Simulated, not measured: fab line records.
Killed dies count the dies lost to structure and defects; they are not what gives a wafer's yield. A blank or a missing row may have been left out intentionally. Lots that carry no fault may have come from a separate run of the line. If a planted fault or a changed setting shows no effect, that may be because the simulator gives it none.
What tool caused it? | flow nand_harc | 22 lots, 66 wafers sampled, at 3 steps of a route of 1302

== WHAT EACH GAUGE READ, for each wafer ==
NHARC_A_CONTACT_CD_MEAS_08: the cd target is 200 nm.
lot  | measured     | on        | cd_nm (nm)
L074 | day 22 06:01 | cd_sem-03 | 200.6 200.4 200.1
L075 | day 22 22:38 | cd_sem-02 | 199.5 199.7 199.9
L078 | day 23 01:43 | cd_sem-01 | 200.3 200.5 200.2
L077 | day 23 04:09 | cd_sem-01 | 200.4 200.5 200.2
L079 | day 23 20:01 | cd_sem-01 | 199.4 199.9 200.0
L076 | day 24 02:43 | cd_sem-02 | 200.0 199.9 200.0
L080 | day 24 10:00 | cd_sem-02 | 200.4 200.8 200.8
L082 | day 25 09:14 | cd_sem-03 | 200.2 200.3 199.9
L081 | day 25 10:22 | cd_sem-03 | 199.7 200.1 200.3
L083 | day 26 08:32 | cd_sem-01 | 199.5 199.3 199.2
L084 | day 26 19:01 | cd_sem-02 | 200.5 200.5 200.3
L085 | day 26 20:44 | cd_sem-03 | 200.2 201.0 200.1
L086 | day 27 12:55 | cd_sem-02 | 199.2 200.4 199.5
L087 | day 27 15:37 | cd_sem-02 | 200.6 199.8 199.7
L089 | day 28 10:24 | cd_sem-03 | 200.7 199.9 199.9
L088 | day 28 13:06 | cd_sem-03 | 199.4 200.2 199.7
L091 | day 29 18:10 | cd_sem-02 | 200.0 200.2 200.0
L090 | day 29 21:10 | cd_sem-03 | 199.9 199.6 200.5
L092 | day 30 04:34 | cd_sem-03 | 201.1 200.0 200.3
L095 | day 30 11:51 | cd_sem-01 | 200.7 200.6 200.2
L094 | day 30 13:44 | cd_sem-01 | 199.3 200.6 199.9
L096 | day 31 03:02 | cd_sem-03 | 200.2 199.8 200.7

== EACH LOT AND THE TOOL THAT RAN IT (in order: tool; ch and the chambers of the sampled wafers; start) ==
lot  | NHARC_A_CONTACT_ETCH_102           | NHARC_A_CONTACT_STRIP_82
L074 | rie_diel-13 ch 0,1,3, day 21 11:46 | rie_diel-12 ch 0,1,2, day 22 06:01 or earlier
L075 | rie_diel-04 ch 0,2,3, day 22 09:38 | rie_diel-04 ch 0,1,3, day 22 22:38 or earlier
L078 | rie_diel-04 ch 1,3, day 22 10:28   | rie_diel-04 ch 1,2,3, day 23 01:43 or earlier
L077 | rie_diel-12 ch 0,2, day 22 14:29   | rie_diel-12 ch 0,1,3, day 23 04:09 or earlier
L079 | rie_diel-13 ch 0,1,2, day 23 07:05 | rie_diel-12 ch 0,2,3, day 23 20:01 or earlier
L076 | rie_diel-12 ch 0,2,3, day 23 11:53 | rie_diel-04 ch 0,2,3, day 24 02:43 or earlier
L080 | rie_diel-12 ch 0,2, day 23 18:19   | rie_diel-04 ch 0,1,3, day 24 10:00 or earlier
L082 | rie_diel-04 ch 1,2, day 24 19:34   | rie_diel-04 ch 1,2,3, day 25 09:14 or earlier
L081 | rie_diel-13 ch 0,1,3, day 24 19:56 | rie_diel-04 ch 1,2,3, day 25 10:22 or earlier
L083 | rie_diel-13 ch 1,2,3, day 25 16:40 | rie_diel-04 ch 0,2, day 26 08:32 or earlier
L084 | rie_diel-04 ch 0,2,3, day 26 00:59 | rie_diel-04 ch 0,1,2, day 26 19:01 or earlier
L085 | rie_diel-04 ch 0,3, day 26 01:17   | rie_diel-13 ch 0,2,3, day 26 20:44 or earlier
L086 | rie_diel-12 ch 0,3, day 26 22:52   | rie_diel-04 ch 0,1,3, day 27 12:55 or earlier
L087 | rie_diel-04 ch 0,1,2, day 27 00:42 | rie_diel-04 ch 0,1,2, day 27 15:37 or earlier
L089 | rie_diel-04 ch 0,1,3, day 27 20:17 | rie_diel-13 ch 1,2,3, day 28 10:24 or earlier
L088 | rie_diel-04 ch 0,3, day 27 22:20   | rie_diel-04 ch 1,2,3, day 28 13:06 or earlier
L091 | rie_diel-04 ch 0,1,2, day 28 22:54 | rie_diel-04 ch 0,1,2, day 29 18:10 or earlier
L090 | rie_diel-04 ch 2,3, day 29 01:07   | rie_diel-04 ch 0,2,3, day 29 21:10 or earlier
L092 | rie_diel-12 ch 0,1,3, day 29 13:32 | rie_diel-04 ch 0,2, day 30 04:34 or earlier
L095 | rie_diel-04 ch 0,2,3, day 29 21:08 | rie_diel-04 ch 0,2,3, day 30 11:51 or earlier
L094 | rie_diel-12 ch 0,2,3, day 29 22:22 | rie_diel-04 ch 0,3, day 30 13:44 or earlier
L096 | rie_diel-04 ch 2,3, day 30 11:51   | rie_diel-13 ch 0,1, day 31 03:02 or earlier
- NHARC_A_CONTACT_ETCH_102: etches the open film in CF4/O2, target depth 100 nm, overetch 10 nm, time 55 s.
- NHARC_A_CONTACT_STRIP_82: strips in O2.

== WHAT THE TOOLS THEMSELVES READ (means of the sampled wafers that have a number; where no wafer has one, the mark that the record gives instead) ==
NHARC_A_CONTACT_ETCH_102.
lot  | tool        | drypump_motor_current_A (A) | mfc_ar_sccm (sccm) | oes_o_777_au (a.u.) | oes_product_au (a.u.) | rf_vpp_V (V) | showerhead_plenum_p_Torr (Torr) | throttle_valve_pct (%)
L074 | rie_diel-13 | 5.5                         | 0.008              | 0.999               | 1.002                 | 198.2        | 1.32                            | 13.395
L075 | rie_diel-04 | 6.2                         | 0.007              | 1.003               | 1.000                 | 197.9        | 1.32                            | 13.397
L078 | rie_diel-04 | 5.9                         | 0.000              | 1.000               | 1.003                 | 197.7        | 1.34                            | 13.399
L077 | rie_diel-12 | 5.9                         | 0.001              | 1.000               | 1.005                 | 198.0        | 1.33                            | 13.393
L079 | rie_diel-13 | 5.8                         | 0.012              | 1.003               | 1.002                 | 196.1        | 1.28                            | 13.397
L076 | rie_diel-12 | 5.9                         | 0.008              | 1.009               | 1.005                 | 197.9        | 1.37                            | 13.402
L080 | rie_diel-12 | 5.5                         | 0.002              | 0.999               | 1.003                 | 198.5        | 1.38                            | 13.385
L082 | rie_diel-04 | 5.5                         | 0.007              | 1.003               | 1.009                 | 198.8        | 1.37                            | 13.405
L081 | rie_diel-13 | 5.5                         | 0.008              | 1.001               | 1.005                 | 197.6        | 1.31                            | 13.398
L083 | rie_diel-13 | 5.3                         | 0.009              | 1.001               | 1.004                 | 197.5        | 1.31                            | 13.398
L084 | rie_diel-04 | 6.3                         | 0.007              | 0.998               | 1.004                 | 198.4        | 1.39                            | 13.396
L085 | rie_diel-04 | 6.4                         | 0.004              | 1.003               | 1.006                 | 199.2        | 1.37                            | 13.391
L086 | rie_diel-12 | 5.9                         | 0.016              | 0.999               | 1.003                 | 199.5        | 1.41                            | 13.403
L087 | rie_diel-04 | 5.9                         | 0.007              | 0.999               | 1.003                 | 198.6        | 1.38                            | 13.398
L089 | rie_diel-04 | 6.0                         | 0.004              | 0.997               | 0.996                 | 198.2        | 1.37                            | 13.400
L088 | rie_diel-04 | 6.6                         | 0.007              | 1.003               | 1.011                 | 199.5        | 1.41                            | 13.396
L091 | rie_diel-04 | 5.9                         | 0.007              | 1.000               | 1.005                 | 198.2        | 1.38                            | 13.398
L090 | rie_diel-04 | 6.1                         | 0.004              | 1.002               | 1.006                 | 197.9        | 1.36                            | 13.398
L092 | rie_diel-12 | 5.4                         | 0.015              | 1.000               | 1.000                 | 198.7        | 1.37                            | 13.404
L095 | rie_diel-04 | 6.3                         | 0.007              | 0.997               | 1.007                 | 198.6        | 1.39                            | 13.402
L094 | rie_diel-12 | 5.9                         | 0.008              | 1.001               | 1.002                 | 198.1        | 1.36                            | 13.397
L096 | rie_diel-04 | 5.9                         | 0.007              | 0.996               | 1.009                 | 199.0        | 1.37                            | 13.386

NHARC_A_CONTACT_STRIP_82.
lot  | tool        | drypump_motor_current_A (A) | mfc_ar_sccm (sccm) | oes_product_au (a.u.) | rf_vpp_V (V) | showerhead_plenum_p_Torr (Torr) | throttle_valve_pct (%)
L074 | rie_diel-12 | 5.4                         | 0.007              | 1.000                 | 57.4         | 3.54                            | 17.042
L075 | rie_diel-04 | 6.1                         | 0.004              | 0.997                 | 57.8         | 3.44                            | 17.043
L078 | rie_diel-04 | 5.7                         | 0.004              | 1.005                 | 58.0         | 3.57                            | 17.040
L077 | rie_diel-12 | 5.4                         | 0.015              | 0.999                 | 57.8         | 3.65                            | 17.040
L079 | rie_diel-12 | 5.9                         | 0.008              | 1.000                 | 57.8         | 3.61                            | 17.037
L076 | rie_diel-04 | 6.3                         | 0.007              | 1.005                 | 57.5         | 3.68                            | 17.036
L080 | rie_diel-04 | 6.0                         | 0.004              | 1.007                 | 57.7         | 3.62                            | 17.035
L082 | rie_diel-04 | 5.7                         | 0.004              | 1.005                 | 58.0         | 3.57                            | 17.036
L081 | rie_diel-04 | 5.7                         | 0.004              | 1.004                 | 57.9         | 3.57                            | 17.028
L083 | rie_diel-04 | 6.1                         | 0.011              | 0.995                 | 58.4         | 3.71                            | 17.034
L084 | rie_diel-04 | 5.9                         | 0.007              | 1.002                 | 58.9         | 3.65                            | 17.039
L085 | rie_diel-13 | 5.7                         | 0.007              | 0.999                 | 57.8         | 3.42                            | 17.036
L086 | rie_diel-04 | 6.0                         | 0.004              | 0.998                 | 58.4         | 3.61                            | 17.036
L087 | rie_diel-04 | 5.9                         | 0.007              | 0.999                 | 58.4         | 3.65                            | 17.044
L089 | rie_diel-13 | 5.3                         | 0.009              | 1.000                 | 57.4         | 3.46                            | 17.041
L088 | rie_diel-04 | 5.7                         | 0.004              | 1.000                 | 58.1         | 3.56                            | 17.036
L091 | rie_diel-04 | 5.9                         | 0.007              | 1.009                 | 57.7         | 3.65                            | 17.038
L090 | rie_diel-04 | 6.2                         | 0.007              | 1.006                 | 58.5         | 3.66                            | 17.037
L092 | rie_diel-04 | 6.1                         | 0.011              | 1.002                 | 57.8         | 3.70                            | 17.036
L095 | rie_diel-04 | 6.3                         | 0.007              | 1.005                 | 58.6         | 3.66                            | 17.029
L094 | rie_diel-04 | 6.4                         | 0.004              | 1.002                 | 58.4         | 3.62                            | 17.038
L096 | rie_diel-13 | 5.6                         | 0.013              | 0.998                 | 57.4         | 3.39                            | 17.034

== THE ANSWER, worked out from the rows above alone ==
Rule: usual is defined by the lots themselves. Put in order of their means at a reading, lots are off if they are a third of the lots or fewer, leave a main group of 4 or more, and stand apart from it by a gap of 3 or more times the standard deviation of the main group's means; of several such gaps the widest counts. A main group is skipped when, at the precision printed for the reading in the tables above, its means are all equal. A lot without any number at a reading at which 4 lots or more have one is off too. The other lots that the step has rows for count as sound. The gauges are gone through in route order, then the tools' own readings, and for those a lot's mean is taken as printed above. The first step at which some lot is off is used, and at that step the reading that is off furthest; a lot without a number counts as furthest.
Nothing can be told from this: no lot is off at any reading shown.

== WHAT WAS PUT IN BY THE SIMULATOR ==
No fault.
